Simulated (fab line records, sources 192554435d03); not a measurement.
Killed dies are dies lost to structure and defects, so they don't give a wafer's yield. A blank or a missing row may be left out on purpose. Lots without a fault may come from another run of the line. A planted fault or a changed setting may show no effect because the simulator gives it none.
Split-lot experiment | flow n5_finfet | 7 lots, 21 wafers read, on a route of 1938 steps

THE SPLIT
At N5_BEOL_M7_COAT_59 (time 60 s, resist thk 100 nm), the setting spin_rpm was moved away from the recipe's 1500 rpm on 6 of the 21 wafers read, by -8.3% to +9.1%. The other wafers ran this setting at the recipe's value.

The reading is taken at the split's own step.

THE READING
SOC_of_BEOL_M7_COAT_59.thk_nm (the simulator's own value, which no gauge read), in nm, at N5_BEOL_M7_COAT_59 (time 60 s, resist thk 100 nm). The file gives no usual value for it. The 15 wafers here that ran the recipe average 100.1 nm, standard deviation 0.25 nm.

wafer  | tool, chamber at the split | spin_rpm as run, rpm | against the recipe | SOC_of_BEOL_M7_COAT_59.thk_nm, nm | against lot-mates on the recipe
L075.1 | litho_track-05, 0          | 1592                 | +6.1%              | 97.6                              | -2.9
L075.3 | litho_track-05, 0          | 1500                 | recipe             | 100.6                             | -
L075.6 | litho_track-05, 0          | 1500                 | recipe             | 100.4                             | -
L081.2 | litho_track-02, 0          | 1500                 | recipe             | 100.2                             | -
L081.5 | litho_track-02, 0          | 1500                 | recipe             | 100.2                             | -
L081.6 | litho_track-02, 0          | 1500                 | recipe             | 100.2                             | -
L083.1 | litho_track-02, 0          | 1430                 | -4.7%              | 102.2                             | +2.4
L083.3 | litho_track-02, 0          | 1430                 | -4.7%              | 102.2                             | +2.4
L083.4 | litho_track-02, 0          | 1500                 | recipe             | 99.8                              | -
L086.2 | litho_track-03, 0          | 1500                 | recipe             | 99.6                              | -
L086.4 | litho_track-03, 0          | 1548                 | +3.2%              | 98.2                              | -1.6
L086.6 | litho_track-03, 0          | 1500                 | recipe             | 100                               | -
L088.1 | litho_track-05, 0          | 1500                 | recipe             | 100                               | -
L088.3 | litho_track-05, 0          | 1375                 | -8.3%              | 104.6                             | +4.5
L088.6 | litho_track-05, 0          | 1500                 | recipe             | 100.2                             | -
L093.1 | litho_track-05, 0          | 1500                 | recipe             | 100.2                             | -
L093.2 | litho_track-05, 0          | 1636                 | +9.1%              | 95.6                              | -4.5
L093.4 | litho_track-05, 0          | 1500                 | recipe             | 100                               | -
L095.2 | litho_track-05, 0          | 1500                 | recipe             | 100                               | -
L095.4 | litho_track-05, 0          | 1500                 | recipe             | 99.8                              | -
L095.6 | litho_track-05, 0          | 1500                 | recipe             | 99.8                              | -

THE FIT
A straight line over all 21 wafers: SOC_of_BEOL_M7_COAT_59.thk_nm changes by -0.491 nm for each +1% of spin_rpm; r = -0.99; the points scatter about the line by 0.29 nm.
The same after taking each lot's own level away (the mean of its wafers on the recipe; 21 wafers): -0.509 nm for each +1%; r = -1.00; scatter 0.12 nm.
On that fit, the largest move of spin_rpm shifts the reading by 4.6 nm.
The lots' own levels span 99.80 to 100.50 nm, that is 2.8 times the standard deviation above.
So the lot-to-lot level changes the slope little: the two slopes agree.
Check: with one of the wafers moved furthest among these (+9.1%) left out of the fit, the line predicts -4.63 nm for it against its lot-mates. It came out at -4.5 nm against them.

OTHER SPLITS ON THESE WAFERS
These wafers also went through other splits before the reading. Each is held against what the fit with the lots' levels taken away leaves over:
other split on the same wafers | wafers away from the commonest value | r with SOC_of_BEOL_M7_COAT_59.thk_nm (lot level and that fit taken away)
N5_BEOL_M3_COAT_61 spin_rpm    | 9                                    | +0.17
N5_BEOL_M3_COAT_05 spin_rpm    | 9                                    | -0.15
N5_BEOL_M4_ILD_DEP_00 time_s   | 8                                    | -0.12
N5_BEOL_M4_COAT_73 spin_rpm    | 12                                   | +0.05
N5_BEOL_M5_COAT_74 spin_rpm    | 6                                    | -0.08
N5_BEOL_M5_COAT_22 spin_rpm    | 9                                    | +0.04
N5_BEOL_M6_COAT_64 spin_rpm    | 8                                    | -0.09

THE FILE'S OWN FIT
SOC_of_BEOL_M7_COAT_59.thk_nm changes by -0.508 nm for each +1% of spin_rpm, r = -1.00.
